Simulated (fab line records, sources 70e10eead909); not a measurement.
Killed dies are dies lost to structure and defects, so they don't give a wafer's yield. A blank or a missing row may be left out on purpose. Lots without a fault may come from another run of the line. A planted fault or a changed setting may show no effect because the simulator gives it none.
Chamber matching | flow nand_harc | NHARC_P_CONTACT_CMP_24 on cmp-03: 4 sister chambers
The step polishes, t overpolish 30 s, target thk 200 nm. 14 wafers are shown with their chamber, then 7 later ones without.

WAFERS WITH THEIR CHAMBER
wafer  | chamber | motor_current_A (A) | overpolish_run_s (s) | slurry_flow_ml_min
L959.2 | 3       | 11.0                | 29.980               | 150.2
L959.4 | 1       | 11.1                | 30.007               | 149.7
L959.5 | 1       | 11.6                | 30.002               | 149.5
L964.1 | 3       | 11.7                | 29.994               | 150.0
L964.5 | 1       | 12.0                | 29.986               | 149.8
L964.6 | 0       | 13.7                | 29.999               | 150.0
L965.3 | 1       | 12.1                | 30.009               | 150.0
L965.4 | 0       | 13.3                | 29.998               | 150.6
L965.5 | 1       | 11.9                | 29.986               | 150.4
L971.2 | 2       | 11.8                | 30.010               | 149.9
L971.4 | 0       | 13.6                | 30.006               | 150.4
L971.6 | 1       | 12.3                | 30.009               | 150.0
L975.1 | 3       | 10.8                | 30.000               | 150.4
L975.2 | 1       | 12.1                | 30.006               | 150.5

SIGNATURES (means of the wafers above)
reading            | chamber 0 | chamber 1 | chamber 2 | chamber 3 | scatter within a chamber
motor_current_A    | 13.533    | 11.871    | 11.800    | 11.167    | 0.388
overpolish_run_s   | 30.00100  | 30.00071  | 30.01000  | 29.99133  | 0.00942
slurry_flow_ml_min | 150.333   | 149.986   | 149.900   | 150.200   | 0.325
Rule: a wafer's distance from a chamber is the root of the sum, over the readings, of the square of ((its reading less the chamber's mean) divided by the reading's scatter). The wafer belongs to the nearest chamber; if the next one is less than 2 further off, it can't be placed. The scatter: the root of (the sum of the squares of (reading less its chamber's mean) over the shown wafers, divided by (wafers less chambers)).

WAFERS WITHOUT THEIR CHAMBER
wafer  | motor_current_A (A) | overpolish_run_s (s) | slurry_flow_ml_min
L975.6 | 11.3                | 29.998               | 150.2
L980.1 | 14.1                | 29.997               | 150.9
L980.4 | 10.9                | 29.996               | 149.3
L980.5 | 13.9                | 30.001               | 150.2
L981.2 | 11.7                | 30.006               | 150.3
L981.4 | 11.0                | 29.989               | 149.5
L981.6 | 10.7                | 30.007               | 149.9

WHICH CHAMBER EACH WENT THROUGH
wafer  | from the rows above          | in truth
L975.6 | can't be placed: 3 or 1 or 2 | 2
L980.1 | 0                            | 0
L980.4 | can't be placed: 3 or 1 or 2 | 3
L980.5 | 0                            | 0
L981.2 | can't be placed: 1 or 2 or 3 | 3
L981.4 | can't be placed: 3 or 1 or 2 | 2
L981.6 | can't be placed: 3 or 2 or 1 | 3
Placed correctly: 2 of 7. Can't be placed from these rows: 5 (the true chamber is among the candidates in 5). Placed wrongly: 0.
